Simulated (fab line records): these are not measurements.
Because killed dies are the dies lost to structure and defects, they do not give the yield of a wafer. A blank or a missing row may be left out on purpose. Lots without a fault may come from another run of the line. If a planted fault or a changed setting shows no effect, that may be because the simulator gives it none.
Which tool did it? || flow n5-finfet || 37 wafers from 13 lots sampled at 5 of the route's 1938 steps

WHAT EACH GAUGE READ, for each wafer
N5_ZERO_LAYER_CD_MEAS_11: target cd 2000 nm. Usual: 1999.6 nm for cd-nm, sd 1.9.
{"lot": "L524", "measured": "day 1 12:47", "on": "cd-sem-03", "cd-nm (nm)": "2001.2 2000.0 2000.3", "flag": ""}
{"lot": "L525", "measured": "day 1 18:38", "on": "cd-sem-02", "cd-nm (nm)": "1997.9 2000.3 2000.7", "flag": ""}
{"lot": "L527", "measured": "day 2 06:46", "on": "cd-sem-03", "cd-nm (nm)": "1985.5 1984.8 1984.3", "flag": "OFF"}
{"lot": "L529", "measured": "day 2 18:38", "on": "cd-sem-02", "cd-nm (nm)": "1986.4 1985.9 1986.0", "flag": "OFF"}
{"lot": "L531", "measured": "day 3 06:46", "on": "cd-sem-02", "cd-nm (nm)": "1999.0 1999.7 1998.6", "flag": ""}
{"lot": "L533", "measured": "day 3 18:41", "on": "cd-sem-03", "cd-nm (nm)": "2000.3 1997.1", "flag": ""}
{"lot": "L535", "measured": "day 4 06:38", "on": "cd-sem-03", "cd-nm (nm)": "1998.0 1998.6 1999.2", "flag": ""}
{"lot": "L536", "measured": "day 4 12:46", "on": "cd-sem-01", "cd-nm (nm)": "1998.7 1998.7 2002.6", "flag": ""}
{"lot": "L537", "measured": "day 4 18:40", "on": "cd-sem-01", "cd-nm (nm)": "1999.7 1995.6", "flag": ""}
{"lot": "L538", "measured": "day 5 00:46", "on": "cd-sem-01", "cd-nm (nm)": "1996.5 1999.1 1999.5", "flag": ""}
{"lot": "L541", "measured": "day 5 18:47", "on": "cd-sem-03", "cd-nm (nm)": "1997.2 1997.4 2000.2", "flag": ""}
{"lot": "L545", "measured": "day 6 18:46", "on": "cd-sem-02", "cd-nm (nm)": "2002.0 2001.6 1998.2", "flag": ""}
{"lot": "L547", "measured": "day 7 06:40", "on": "cd-sem-03", "cd-nm (nm)": "1999.0 1999.2 1994.3", "flag": ""}

N5_PMOS_HMC_CHANNEL_EPI_INSPECT_11: inspects for defects (macro). Usual: 2.2 for raw-defect-count, sd 1.4.
{"lot": "L524", "measured": "day 1 17:46", "on": "defect-inspect-01", "raw-defect-count": "1 0 1", "flag": ""}
{"lot": "L525", "measured": "day 1 23:05", "on": "defect-inspect-02", "raw-defect-count": "1 2 1", "flag": ""}
{"lot": "L527", "measured": "day 2 10:59", "on": "defect-inspect-01", "raw-defect-count": "2 3 4", "flag": ""}
{"lot": "L529", "measured": "day 2 23:10", "on": "defect-inspect-01", "raw-defect-count": "2 2 4", "flag": ""}
{"lot": "L531", "measured": "day 3 11:53", "on": "defect-inspect-02", "raw-defect-count": "1 1 3", "flag": ""}
{"lot": "L533", "measured": "day 3 23:37", "on": "defect-inspect-02", "raw-defect-count": "2 2", "flag": ""}
{"lot": "L535", "measured": "day 4 11:09", "on": "defect-inspect-02", "raw-defect-count": "1 2 3", "flag": ""}
{"lot": "L536", "measured": "day 4 17:25", "on": "defect-inspect-01", "raw-defect-count": "3 5 3", "flag": ""}
{"lot": "L537", "measured": "day 4 23:02", "on": "defect-inspect-02", "raw-defect-count": "1 2", "flag": ""}
{"lot": "L538", "measured": "day 5 05:04", "on": "defect-inspect-02", "raw-defect-count": "2 0 0", "flag": ""}
{"lot": "L541", "measured": "day 5 23:28", "on": "defect-inspect-02", "raw-defect-count": "1 2 3", "flag": ""}
{"lot": "L545", "measured": "day 6 23:01", "on": "defect-inspect-01", "raw-defect-count": "2 1 2", "flag": ""}
{"lot": "L547", "measured": "day 7 10:58", "on": "defect-inspect-01", "raw-defect-count": "3 3 3", "flag": ""}

N5_FIN_SAQP_THK_MEAS_05. Usual: 37.9 nm for thk-nm, sd 0.5.
{"lot": "L524", "measured": "day 1 21:41", "on": "film-metro-02", "thk-nm (nm)": "37.6 38.8 38.2", "flag": ""}
{"lot": "L525", "measured": "day 2 02:38", "on": "film-metro-02", "thk-nm (nm)": "38.6 38.8 38.5", "flag": ""}
{"lot": "L527", "measured": "day 2 14:41", "on": "film-metro-01", "thk-nm (nm)": "37.5 38.3 38.1", "flag": ""}
{"lot": "L529", "measured": "day 3 03:05", "on": "film-metro-01", "thk-nm (nm)": "37.4 36.8 37.8", "flag": ""}
{"lot": "L531", "measured": "day 3 17:03", "on": "film-metro-01", "thk-nm (nm)": "38.1 39.3 38.7", "flag": ""}
{"lot": "L533", "measured": "day 4 03:17", "on": "film-metro-01", "thk-nm (nm)": "37.6 38.2", "flag": ""}
{"lot": "L535", "measured": "day 4 14:35", "on": "film-metro-02", "thk-nm (nm)": "38.3 37.8 37.9", "flag": ""}
{"lot": "L536", "measured": "day 4 21:24", "on": "film-metro-01", "thk-nm (nm)": "37.4 37.9 38.4", "flag": ""}
{"lot": "L537", "measured": "day 5 03:55", "on": "film-metro-01", "thk-nm (nm)": "38.1 38.2", "flag": ""}
{"lot": "L538", "measured": "day 5 08:29", "on": "film-metro-02", "thk-nm (nm)": "37.8 37.0 38.4", "flag": ""}
{"lot": "L541", "measured": "day 6 03:16", "on": "film-metro-02", "thk-nm (nm)": "37.4 36.9 38.1", "flag": ""}
{"lot": "L545", "measured": "day 7 02:52", "on": "film-metro-02", "thk-nm (nm)": "37.3 37.9 37.6", "flag": ""}
{"lot": "L547", "measured": "day 7 15:28", "on": "film-metro-01", "thk-nm (nm)": "37.8 37.8 38.4", "flag": ""}

WHAT TOOL EACH LOT RAN ON (gives the tool, then ch and the chambers of the sampled wafers, and finally the start)
{"lot": "L524", "N5_ZERO_LAYER_PEB_09": "litho-track-05 ch 0, day 1 12:40", "N5_ZERO_LAYER_DESCUM_16": "rie-diel-01 ch 0,1, day 1 12:49"}
{"lot": "L525", "N5_ZERO_LAYER_PEB_09": "litho-track-01 ch 0, day 1 18:31", "N5_ZERO_LAYER_DESCUM_16": "rie-diel-04 ch 2,3, day 1 18:41"}
{"lot": "L527", "N5_ZERO_LAYER_PEB_09": "litho-track-01 ch 0, day 2 06:39", "N5_ZERO_LAYER_DESCUM_16": "rie-diel-03 ch 0,2, day 2 06:49"}
{"lot": "L529", "N5_ZERO_LAYER_PEB_09": "litho-track-01 ch 0, day 2 18:31", "N5_ZERO_LAYER_DESCUM_16": "rie-diel-03 ch 0,1,2, day 2 18:41"}
{"lot": "L531", "N5_ZERO_LAYER_PEB_09": "litho-track-04 ch 0, day 3 06:39", "N5_ZERO_LAYER_DESCUM_16": "rie-diel-04 ch 0,2,3, day 3 07:06"}
{"lot": "L533", "N5_ZERO_LAYER_PEB_09": "litho-track-04 ch 0, day 3 18:34", "N5_ZERO_LAYER_DESCUM_16": "rie-diel-01 ch 0,3, day 3 19:02"}
{"lot": "L535", "N5_ZERO_LAYER_PEB_09": "litho-track-04 ch 0, day 4 06:31", "N5_ZERO_LAYER_DESCUM_16": "rie-diel-04 ch 0,1,2, day 4 06:41"}
{"lot": "L536", "N5_ZERO_LAYER_PEB_09": "litho-track-05 ch 0, day 4 12:39", "N5_ZERO_LAYER_DESCUM_16": "rie-diel-04 ch 0,1,3, day 4 12:49"}
{"lot": "L537", "N5_ZERO_LAYER_PEB_09": "litho-track-04 ch 0, day 4 18:32", "N5_ZERO_LAYER_DESCUM_16": "rie-diel-01 ch 0,2, day 4 18:43"}
{"lot": "L538", "N5_ZERO_LAYER_PEB_09": "litho-track-04 ch 0, day 5 00:39", "N5_ZERO_LAYER_DESCUM_16": "rie-diel-04 ch 0,2, day 5 00:49"}
{"lot": "L541", "N5_ZERO_LAYER_PEB_09": "litho-track-04 ch 0, day 5 18:40", "N5_ZERO_LAYER_DESCUM_16": "rie-diel-03 ch 1,2, day 5 18:59"}
{"lot": "L545", "N5_ZERO_LAYER_PEB_09": "litho-track-05 ch 0, day 6 18:39", "N5_ZERO_LAYER_DESCUM_16": "rie-diel-04 ch 0,1,2, day 6 18:49"}
{"lot": "L547", "N5_ZERO_LAYER_PEB_09": "litho-track-04 ch 0, day 7 06:32", "N5_ZERO_LAYER_DESCUM_16": "rie-diel-04 ch 0,2, day 7 06:42"}
- N5_ZERO_LAYER_PEB_09
- N5_ZERO_LAYER_DESCUM_16: chemistry O2, time 7.9 s.

AS READ BY THE TOOLS THEMSELVES (means over the sampled wafers that have a number; for cases with no such wafer, the mark the record gives instead)
N5_ZERO_LAYER_PEB_09. Usual: 44.8 Pa for exhaust-pa, sd 0.89.
{"lot": "L524", "tool": "litho-track-05", "exhaust-pa (Pa)": 45.0, "flag": ""}
{"lot": "L525", "tool": "litho-track-01", "exhaust-pa (Pa)": 44.4, "flag": ""}
{"lot": "L527", "tool": "litho-track-01", "exhaust-pa (Pa)": 45.1, "flag": ""}
{"lot": "L529", "tool": "litho-track-01", "exhaust-pa (Pa)": 44.6, "flag": ""}
{"lot": "L531", "tool": "litho-track-04", "exhaust-pa (Pa)": 46.3, "flag": ""}
{"lot": "L533", "tool": "litho-track-04", "exhaust-pa (Pa)": 44.2, "flag": ""}
{"lot": "L535", "tool": "litho-track-04", "exhaust-pa (Pa)": 44.5, "flag": ""}
{"lot": "L536", "tool": "litho-track-05", "exhaust-pa (Pa)": 45.0, "flag": ""}
{"lot": "L537", "tool": "litho-track-04", "exhaust-pa (Pa)": 44.5, "flag": ""}
{"lot": "L538", "tool": "litho-track-04", "exhaust-pa (Pa)": 45.4, "flag": ""}
{"lot": "L541", "tool": "litho-track-04", "exhaust-pa (Pa)": 43.3, "flag": ""}
{"lot": "L545", "tool": "litho-track-05", "exhaust-pa (Pa)": 45.2, "flag": ""}
{"lot": "L547", "tool": "litho-track-04", "exhaust-pa (Pa)": 43.7, "flag": ""}

N5_ZERO_LAYER_DESCUM_16. Usual: drypump-motor-current-A 5.6 A, standard deviation 0.46; oes-product-au 0.74 a.u., standard deviation 0.041; rf-vpp-V 243.1 V, standard deviation 1.4; showerhead-plenum-p-Torr 2.10 Torr, standard deviation 0.07; throttle-valve-pct 20.58 %, standard deviation 0.24.
{"lot": "L524", "tool": "rie-diel-01", "drypump-motor-current-A (A)": 5.5, "oes-product-au (a.u.)": 0.71, "rf-vpp-V (V)": 244.3, "showerhead-plenum-p-Torr (Torr)": 2.16, "throttle-valve-pct (%)": 20.66, "flag": ""}
{"lot": "L525", "tool": "rie-diel-04", "drypump-motor-current-A (A)": 5.8, "oes-product-au (a.u.)": 0.76, "rf-vpp-V (V)": 243.2, "showerhead-plenum-p-Torr (Torr)": 2.13, "throttle-valve-pct (%)": 20.64, "flag": ""}
{"lot": "L527", "tool": "rie-diel-03", "drypump-motor-current-A (A)": 5.5, "oes-product-au (a.u.)": 0.78, "rf-vpp-V (V)": 244.2, "showerhead-plenum-p-Torr (Torr)": 2.08, "throttle-valve-pct (%)": 20.62, "flag": ""}
{"lot": "L529", "tool": "rie-diel-03", "drypump-motor-current-A (A)": 5.6, "oes-product-au (a.u.)": 0.77, "rf-vpp-V (V)": 243.7, "showerhead-plenum-p-Torr (Torr)": 2.11, "throttle-valve-pct (%)": 20.65, "flag": ""}
{"lot": "L531", "tool": "rie-diel-04", "drypump-motor-current-A (A)": 5.5, "oes-product-au (a.u.)": 0.74, "rf-vpp-V (V)": 242.7, "showerhead-plenum-p-Torr (Torr)": 2.10, "throttle-valve-pct (%)": 20.56, "flag": ""}
{"lot": "L533", "tool": "rie-diel-01", "drypump-motor-current-A (A)": 5.5, "oes-product-au (a.u.)": 0.73, "rf-vpp-V (V)": 242.4, "showerhead-plenum-p-Torr (Torr)": 2.10, "throttle-valve-pct (%)": 20.66, "flag": ""}
{"lot": "L535", "tool": "rie-diel-04", "drypump-motor-current-A (A)": 5.5, "oes-product-au (a.u.)": 0.73, "rf-vpp-V (V)": 242.5, "showerhead-plenum-p-Torr (Torr)": 2.09, "throttle-valve-pct (%)": 20.45, "flag": ""}
{"lot": "L536", "tool": "rie-diel-04", "drypump-motor-current-A (A)": 5.6, "oes-product-au (a.u.)": 0.71, "rf-vpp-V (V)": 241.8, "showerhead-plenum-p-Torr (Torr)": 2.05, "throttle-valve-pct (%)": 20.72, "flag": ""}
{"lot": "L537", "tool": "rie-diel-01", "drypump-motor-current-A (A)": 5.8, "oes-product-au (a.u.)": 0.72, "rf-vpp-V (V)": 242.9, "showerhead-plenum-p-Torr (Torr)": 2.13, "throttle-valve-pct (%)": 20.77, "flag": ""}
{"lot": "L538", "tool": "rie-diel-04", "drypump-motor-current-A (A)": 5.4, "oes-product-au (a.u.)": 0.74, "rf-vpp-V (V)": 243.6, "showerhead-plenum-p-Torr (Torr)": 2.13, "throttle-valve-pct (%)": 20.31, "flag": ""}
{"lot": "L541", "tool": "rie-diel-03", "drypump-motor-current-A (A)": 5.6, "oes-product-au (a.u.)": 0.75, "rf-vpp-V (V)": 242.1, "showerhead-plenum-p-Torr (Torr)": 2.04, "throttle-valve-pct (%)": 20.68, "flag": ""}
{"lot": "L545", "tool": "rie-diel-04", "drypump-motor-current-A (A)": 5.5, "oes-product-au (a.u.)": 0.71, "rf-vpp-V (V)": 243.1, "showerhead-plenum-p-Torr (Torr)": 2.08, "throttle-valve-pct (%)": 20.47, "flag": ""}
{"lot": "L547", "tool": "rie-diel-04", "drypump-motor-current-A (A)": 5.0, "oes-product-au (a.u.)": 0.71, "rf-vpp-V (V)": 243.0, "showerhead-plenum-p-Torr (Torr)": 2.07, "throttle-valve-pct (%)": 20.52, "flag": ""}

THE ANSWER, worked out from the rows above alone
Rule: a lot is off if the mean of its wafers that have a number lies more than 3 standard deviations from the usual mean. A lot without any number at a reading at which 4 lots or more have one is off too. The other lots that the step has rows for count as sound. First the gauges in route order, then the tools' own readings, where a lot's mean is used as printed above. At the first step where some lot is off, the reading lying furthest off is the one used; lots without a number count as furthest.
Off: L527, L529 (N5_ZERO_LAYER_CD_MEAS_11, cd-nm).
A tool fits if, at a process step before that reading, it ran every lot that is off, and no sound lot after the first of them. Those tools and the gauges at N5_ZERO_LAYER_CD_MEAS_11 are tried in the same way. One candidate fits, namely litho-track-01 at N5_ZERO_LAYER_PEB_09. Its last sound lot is L525 (day 1 18:31), its first lot that is off L527 (day 2 06:39): a fault that began between those two fits.

WHAT THE SIMULATOR HAD PUT IN
Drift in process parameters on litho-track-01 at N5_ZERO_LAYER_PEB_09, starting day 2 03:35. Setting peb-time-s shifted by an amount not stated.
Struck lots among those shown: L527, L529. The same result came from the rule above.
